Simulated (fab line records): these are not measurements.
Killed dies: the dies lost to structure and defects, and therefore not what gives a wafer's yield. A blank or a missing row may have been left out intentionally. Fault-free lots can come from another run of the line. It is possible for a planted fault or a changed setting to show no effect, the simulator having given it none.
Matching of chambers    flow nand-harc    cmp-04 running NHARC_P_CONTACT_CMP_24: 4 sister chambers
The step polishes, t overpolish 30 s, target thk 200 nm. 4 wafers are shown with their chamber, then 9 later ones without.

== WAFERS WITH THEIR CHAMBER ==
wafer   chamber  time-to-endpoint-s (s)
L089.4  3        37.5
L090.1  0        38.2
L090.5  2        36.7
L090.6  1        40.0

== WAFERS WITH NO CHAMBER GIVEN ==
wafer   time-to-endpoint-s (s)
L092.1  42.2
L092.3  38.5
L092.5  42.0
L093.2  40.3
L093.3  36.2
L093.6  38.1
L097.1  36.5
L097.2  40.5
L097.3  37.2

== EACH ONE'S CHAMBER ==
wafer   from the rows above                in truth
L092.1  can't be placed: 1 or 0            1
L092.3  can't be placed: 0 or 3 or 1 or 2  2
L092.5  can't be placed: 1 or 0            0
L093.2  can't be placed: 1 or 0            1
L093.3  can't be placed: 2 or 3 or 0       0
L093.6  can't be placed: 0 or 3 or 2 or 1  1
L097.1  can't be placed: 2 or 3 or 0       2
L097.2  can't be placed: 1 or 0            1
L097.3  can't be placed: 3 or 2 or 0       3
Correct placement for 0 of the 9. From these rows, 9 cannot be placed; in 9 the true chamber is one of the candidates. 0 placed wrongly.
How it was worked out, from the rows above alone: a wafer's distance from a chamber is the root of the sum, over the readings, of the square of ((its reading less the chamber's mean) divided by the reading's scatter). The wafer belongs to the nearest chamber; if the next one is less than 2 further off, it can't be placed. A chamber's mean is the mean of its shown wafers. The scatter: with one shown wafer a chamber, the root of the mean of the squares of how far each hidden wafer lies from its nearest shown one.
